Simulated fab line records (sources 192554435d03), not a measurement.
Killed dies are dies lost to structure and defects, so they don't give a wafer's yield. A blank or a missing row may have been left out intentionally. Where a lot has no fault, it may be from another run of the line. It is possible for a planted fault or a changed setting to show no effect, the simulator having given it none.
fab line records	flow n5-finfet
[record] lots = 7	wafers = 18	last-day = 18
route steps=1938 shown BEOL_M0@736 BEOL_M4@1111
lots that met no fault: taken from a fault-free run of the same line
start-h: start of the lot's first displayed wafer, in hours after the record's first day	wait-h: how many hours have passed since the lot's step before this one	" repeats the value in the row above	L1.1+2: a row that stands for several wafers	- no value, or no start given	* or withheld: withheld	< > ~ a bound
route shown NAME@n: names a module that has steps shown in the file, with the first one's number in the route	usual: mean/standard deviation of fault-free wafers	same: alike in all rows	chamber/n: place in a boat	sites: the reading at each site	_std_site: their standard deviation	_edge_site: mean of outer sites minus mean of inner sites	radius-mm: how far each site lies from the wafer's centre	mask NAME#n: copy n	behind: tool/chamber where the wafer was last shaped	hold: why the lot was held/for how many hours/how that ended	device: which transistor (n, p or np) failed to switch	end of line: tests of these same wafers at the route's end	for a step that has no rows: nothing shown but its recipe	killed: the dies lost at the first sort to structure and to defects; this is not the yield of the wafer	map: dies across one wafer; x = killed, . = not, _ = none there
set.NAME: setting as actually run; set.NAME@STEP: the setting as run at that earlier step	model.NAME: the simulator's own value behind a step, which no gauge read
lots seen at some steps along the route; tables by step, rows by wafer
services: when a tool's chamber went out of use (start-h, in hours from the record's first day, below 0 if earlier), for how many hours, and the reason
[[steps]]
[step N5_BEOL_M0_SPUTTER_132]
[recipe] material = Cu	target-thk-a = 40	temp-c = -20	chamber-pressure-pa = 0.07	power-w = withheld	time-s = 7.37
[usual] chuck-sensor-temp-C = -16.0/0.5	throttle-valve-pct = 29.4/0.87
lot.wafer	tool	chamber	start-h	wait-h	chuck-sensor-temp-C	throttle-valve-pct
L800.1	pvd-sputter-02	-	137.54	0.0	-16.0	29.6
L800.5	"	-	"	"	-15.7	28.4
L800.6	"	-	"	"	-16.5	29.1
L802.1	pvd-sputter-02	-	146.78	0.0	-15.4	28.8
L802.2	"	-	"	"	-16.8	29.0
L802.6	"	-	"	"	-16.9	28.9
L809.1	pvd-sputter-02	-	185.32	0.0	-16.0	29.9
L809.3	"	-	"	"	-15.6	28.4
L811.2	pvd-sputter-01	-	199.88	0.0	-15.0	29.8
L811.3	"	-	"	"	-15.7	30.9
L812.2	pvd-sputter-02	-	203.20	0.0	-15.6	28.6
L812.3	"	-	"	"	-15.9	29.7
L821.2	pvd-sputter-01	-	255.54	0.0	-15.4	31.7
L821.4	"	-	"	"	-15.6	30.9
L821.6	"	-	"	"	-15.6	30.8
L822.1	pvd-sputter-01	-	262.27	0.0	-15.2	31.5
L822.5	"	-	"	"	-15.5	31.7
L822.6	"	-	"	"	-15.3	30.9
[step N5_BEOL_M0_ANNEAL_133]
[recipe] temp-c = 400	time-s = 60	ambient = vacuum
[usual] heater-power-w = 812/73	susceptor_temp_C_max = 400.8/0.35
lot.wafer	tool	chamber	start-h	wait-h	heater-power-w	susceptor_temp_C_max
L800.1	pvd-sputter-02	-	137.62	0.0	840	401.0
L800.5	"	-	"	"	757	400.5
L800.6	"	-	"	"	801	400.7
L802.1	pvd-sputter-02	-	146.86	0.0	781	400.6
L802.2	"	-	"	"	873	400.8
L802.6	"	-	"	"	872	401.1
L809.1	pvd-sputter-02	-	185.40	0.0	834	400.2
L809.3	"	-	"	"	739	400.7
L811.2	pvd-sputter-01	-	199.96	0.0	766	400.9
L811.3	"	-	"	"	964	400.7
L812.2	pvd-sputter-02	-	203.28	0.0	758	400.7
L812.3	"	-	"	"	845	400.5
L821.2	pvd-sputter-01	-	255.62	0.0	804	400.6
L821.4	"	-	"	"	977	400.4
L821.6	"	-	"	"	954	400.7
L822.1	pvd-sputter-01	-	262.35	0.0	804	401.1
L822.5	"	-	"	"	809	400.8
L822.6	"	-	"	"	953	400.4
[step N5_BEOL_M0_SPUTTER_134]
[recipe] material = Cu	target-thk-a = 40	temp-c = -20	chamber-pressure-pa = 0.07	power-w = withheld	time-s = 7.37
[step N5_BEOL_M0_ANNEAL_135]
[recipe] temp-c = 400	time-s = 60	ambient = vacuum
[step N5_BEOL_M0_SPUTTER_141]
[recipe] material = Cu	target-thk-a = 40	temp-c = -20	chamber-pressure-pa = 0.07	power-w = withheld	time-s = 7.37
[step N5_BEOL_M0_ECD_118]
[recipe] material = Cu	target-thk-a = 3000
[step N5_BEOL_M0_ANNEAL_119]
[recipe] temp-c = 225	time-s = 90	ambient = N2
[step N5_BEOL_M0_CMP_120]
[recipe] stop-on = SiOC	t-overpolish-s = 6.9	down-force-psi = 1	platen-rpm = 50	clearing-platen-down-force-psi = 1.5	clearing-platen-rpm = 50	post-cmp-clean = cu-alkaline	clearing-platen-pad-velocity-m-s = 0.99484	pad-velocity-m-s = 0.99484
[usual] barrier-field-endpoint-s = 3.63/0.13	motor-current-A = 6.0/0.73	overpolish-run-s = 6.900/0.0093	time-to-endpoint-s = 62/3.4
lot.wafer	tool	chamber	start-h	wait-h	barrier-field-endpoint-s	motor-current-A	overpolish-run-s	time-to-endpoint-s
L800.1	cmp-03	2	138.38	0.3	3.56	7.1	6.894	58
L800.5	"	2	"	"	3.51	6.7	6.898	57
L800.6	"	3	"	"	3.59	5.0	6.891	63
L802.2	cmp-02	1	147.59	0.3	3.50	5.6	6.928	60
L802.1	"	2	"	"	3.46	5.5	6.885	61
L802.6	"	3	"	"	3.48	7.0	6.900	58
L809.3	cmp-02	1	186.09	0.2	3.81	5.7	6.902	62
L809.1	"	3	"	"	3.44	7.3	6.895	53
L811.2	cmp-02	1	200.61	0.2	3.66	5.5	6.902	68
L811.3	"	3	"	"	3.47	7.2	6.899	62
L812.3	cmp-01	2	204.04	0.2	3.62	5.7	6.888	63
L812.2	"	3	"	"	3.52	6.5	6.891	57
L821.4	cmp-01	3	256.31	0.2	3.48	6.1	6.897	58
L821.2	"	0	"	"	3.53	4.9	6.902	60
L821.6	"	3	"	"	3.58	6.2	6.904	56
L822.1	cmp-02	0	263.16	0.4	3.78	6.0	6.905	66
L822.6	"	1	"	"	3.65	5.7	6.888	68
L822.5	"	2	"	"	3.61	5.8	6.895	66
[step N5_BEOL_M0_PRE_CLEAN_131]
[recipe] gas = NH3/H2	time-s = 15	temp-c = *	rf-power-w = 300
[usual] heater-power-w = 69/17
lot.wafer	tool	chamber	start-h	wait-h	heater-power-w
L800.1	cvd-co-01	1	138.71	0.0	59
L800.5	"	2	"	"	55
L800.6	"	0	"	"	79
L802.1	cvd-co-02	0	147.85	0.0	77
L802.2	"	2	"	"	102
L802.6	"	2	"	"	102
L809.1	cvd-co-02	1	186.39	0.0	50
L809.3	"	0	"	"	77
L811.2	cvd-co-02	0	200.94	0.0	77
L811.3	"	1	"	"	51
L812.2	cvd-co-01	0	204.33	0.0	82
L812.3	"	1	"	"	59
L821.2	cvd-co-02	1	256.60	0.0	50
L821.4	"	0	"	"	80
L821.6	"	1	"	"	51
L822.1	cvd-co-02	0	263.37	0.0	80
L822.5	"	0	"	"	77
L822.6	"	1	"	"	51
[step N5_BEOL_M0_CO_CAP_123]
[recipe] material = Co	target-thk-a = 20	temp-c = 200	precursor = CCTBA/H2	pressure-torr = 30	time-s = 102.1
[usual] heater-power-w = 217/21
lot.wafer	tool	chamber	start-h	wait-h	heater-power-w
L800.1	cvd-co-01	1	138.75	0.0	203
L800.5	"	2	"	"	203
L800.6	"	0	"	"	229
L802.1	cvd-co-02	0	147.89	0.0	222
L802.2	"	2	"	"	250
L802.6	"	2	"	"	255
L809.1	cvd-co-02	1	186.45	0.0	196
L809.3	"	0	"	"	231
L811.2	cvd-co-02	0	200.98	0.0	229
L811.3	"	1	"	"	192
L812.2	cvd-co-01	0	204.37	0.0	239
L812.3	"	1	"	"	201
L821.2	cvd-co-02	1	256.64	0.0	196
L821.4	"	0	"	"	231
L821.6	"	1	"	"	199
L822.1	cvd-co-02	0	263.41	0.0	225
L822.5	"	0	"	"	222
L822.6	"	1	"	"	191
[step N5_BEOL_M0_PRE_CLEAN_124]
[recipe] gas = NH3	time-s = 15	temp-c = withheld	rf-power-w = 300
[step N5_BEOL_M0_DEP_125]
[recipe] material = SiCN	target-thk-a = 80	temp-c = withheld	precursor = 3MS/NH3	pressure-torr = 3	rf-w = 202	time-s = 14
[usual] showerhead-plenum-p-Torr = 3.666/0.021	throttle-valve-pct = 9.1/0.52
lot.wafer	tool	chamber	start-h	wait-h	showerhead-plenum-p-Torr	throttle-valve-pct	model.SiCN_of_BEOL_M0_DEP_125.thk-nm
L800.1	pecvd-01	2	138.86	0.0	3.664	9.6	7.6
L800.5	"	0	"	"	3.699	9.0	8
L800.6	"	1	"	"	3.679	8.9	8
L802.1	pecvd-02	1	148.00	0.0	3.643	10.0	8
L802.2	"	0	"	"	3.681	8.7	8
L802.6	"	0	"	"	3.685	8.8	8.2
L809.1	pecvd-02	0	186.60	0.0	3.671	9.2	7.8
L809.3	"	2	"	"	3.670	8.5	7.2
L811.2	pecvd-02	2	201.10	0.0	3.664	8.3	7.8
L811.3	"	1	"	"	3.642	9.8	7.2
L812.2	pecvd-02	0	204.50	0.0	3.678	9.0	8
L812.3	"	1	"	"	3.642	9.9	7.6
L821.2	pecvd-03	2	256.76	0.0	3.660	8.4	8
L821.4	"	1	"	"	3.656	9.1	8
L821.6	"	2	"	"	3.662	8.6	8.2
L822.1	pecvd-03	0	263.53	0.0	3.683	9.0	7.6
L822.5	"	0	"	"	3.689	9.0	7.8
L822.6	"	1	"	"	3.657	9.0	7.8
[step N5_BEOL_M0_RS_MEAS_126]
[recipe] thk-meas-gauge = four-point-probe	reads = Co_of_BEOL_M0_CO_CAP_123+Cu_of_BEOL_M0_ECD_118+Co_of_BEOL_M0_CVD_115+TaN_of_BEOL_M0_ALD_136
[usual] M0_RS = 0.540/0.02
lot.wafer	tool	chamber	start-h	wait-h	M0_RS[ohm/sq]
L800.1	film-metro-02	-	138.93	0.0	0.579
L800.5	"	-	"	"	0.555
L800.6	"	-	"	"	0.522
L802.1	film-metro-01	-	148.07	0.0	0.522
L802.2	"	-	"	"	0.527
L802.6	"	-	"	"	0.535
L809.1	film-metro-01	-	186.67	0.0	0.549
L809.3	"	-	"	"	0.515
L811.2	film-metro-01	-	201.17	0.1	0.553
L811.3	"	-	"	"	0.573
L812.2	film-metro-01	-	204.59	0.1	0.560
L812.3	"	-	"	"	0.542
L821.2	film-metro-01	-	256.83	0.1	0.548
L821.4	"	-	"	"	0.559
L821.6	"	-	"	"	0.544
L822.1	film-metro-02	-	263.60	0.0	0.539
L822.5	"	-	"	"	0.530
L822.6	"	-	"	"	0.505
[step N5_BEOL_M4_RC_MEAS_101]
[usual] DIBL_N = 36.1/1.6	DIBL_P = 36.6/1.9	IOFF_N = 0.160/0.026	IOFF_P = 0.210/0.028	ION_N = 677/10	ION_P = 464/6.9	SS_N = 71.4/0.56	SS_P = 73.3/0.61	VT_N = 249.1/2.6	VT_P = -250/3.3
lot.wafer	tool	chamber	start-h	wait-h	DIBL_N[mV/V]	DIBL_P[mV/V]	IOFF_N[nA/um]	IOFF_P[nA/um]	ION_N[uA/um]	ION_P[uA/um]	SS_N[mV/dec]	SS_P[mV/dec]	VT_N[mV]	VT_P[mV]
L800.1	prober-01	0	186.65	0.0	35.2	33.4	0.119	0.168	650	449	71.2	73.2	254.1	-255
L800.5	"	0	"	"	36.1	36.1	0.137	0.200	663	462	71.7	73.8	252.2	-253
L800.6	"	0	"	"	34.8	33.5	0.116	0.166	672	459	71.1	73.0	254.5	-253
L802.1	prober-02	0	200.46	0.0	34.5	35.0	0.163	0.213	683	477	70.9	72.9	247.9	-247
L802.2	"	0	"	"	37.0	38.2	0.209	0.258	683	471	71.7	73.3	245.0	-247
L802.6	"	0	"	"	36.5	37.5	0.191	0.249	678	474	71.8	72.5	245.4	-247
L809.1	prober-02	0	238.57	0.0	36.0	37.7	0.172	0.222	683	468	71.1	73.0	248.9	-249
L809.3	"	0	"	"	32.3	33.2	0.111	0.155	655	454	70.2	72.4	254.3	-250
L811.2	prober-02	0	258.51	0.2	37.6	37.8	0.172	0.208	676	460	71.7	73.6	249.6	-254
L811.3	"	0	"	"	36.6	36.1	0.159	0.182	676	460	71.7	73.2	249.6	-256
L812.2	prober-01	0	262.11	0.2	38.3	39.4	0.203	0.229	686	460	71.8	74.7	246.4	-250
L812.3	"	0	"	"	34.9	35.5	0.138	0.171	673	456	71.3	73.5	251.9	-254
L821.2	prober-02	0	295.88	0.2	38.9	38.6	0.187	0.274	685	468	72.2	74.3	246.1	-245
L821.4	"	0	"	"	37.3	35.3	0.154	0.229	667	465	71.5	72.6	250.8	-246
L821.6	"	0	"	"	35.5	33.3	0.126	0.190	651	456	71.3	73.8	252.3	-251
L822.1	prober-02	0	328.40	0.0	35.9	36.2	0.165	0.220	675	465	71.3	72.9	248.0	-247
L822.5	"	0	"	"	36.9	37.6	0.188	0.245	692	470	72.3	73.3	245.3	-247
L822.6	"	0	"	"	33.7	34.3	0.128	0.188	654	455	71.6	72.3	249.6	-251
[[services]]
tool	chamber	start-h	hours	kind
cvd-co-02	1	114.69	-	clean
cvd-co-02	1	114.69	22.0	scheduled-down
cvd-co-02	1	114.69	22.0	vent-cycle
pecvd-01	-	119.51	1.3	repair
cmp-03	-	123.44	5.9	pm
cvd-co-02	-	125.53	1.3	repair
cvd-co-01	-	142.56	2.3	repair
cmp-01	-	145.49	4.0	pm
pecvd-02	-	156.60	0.3	repair
cvd-co-02	2	172.43	19.2	repair
pecvd-01	-	184.12	2.8	pm
pvd-sputter-01	-	196.31	1.0	repair
pecvd-02	2	202.38	-	clean
pecvd-02	2	202.38	-	consumable-replace:showerhead
pecvd-02	2	202.38	29.0	scheduled-down
pecvd-02	2	202.38	29.0	vent-cycle
cmp-03	-	207.55	0.8	repair
cmp-01	-	211.13	4.0	repair
cmp-03	-	211.29	4.0	pm
cmp-03	-	215.29	-	consumable-replace:conditioner
cmp-03	-	215.29	-	consumable-replace:pad
cvd-co-02	-	244.38	6.9	pm
cmp-02	-	248.31	0.8	repair
[[key]]
first-sign none at tools or gauges
[model-effect] step = N5_BEOL_M0_DEP_125	value = SiCN_of_BEOL_M0_DEP_125.thk-nm	without = 8	struck = 7.333
met-at N5_BEOL_M0_DEP_125
struck-wafers L809.3,L811.3,L812.3
onset-between 148.00 186.60
[fault] kind = process-parameter-drift	tool = pecvd-02	chamber = -	onset-h = 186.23	steps = N5_BEOL_M0_DEP_125	channel = time-s	offset = *	shape = step	end-h = 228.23	scope = struck-wafers-only	acts-in = *	stated = *
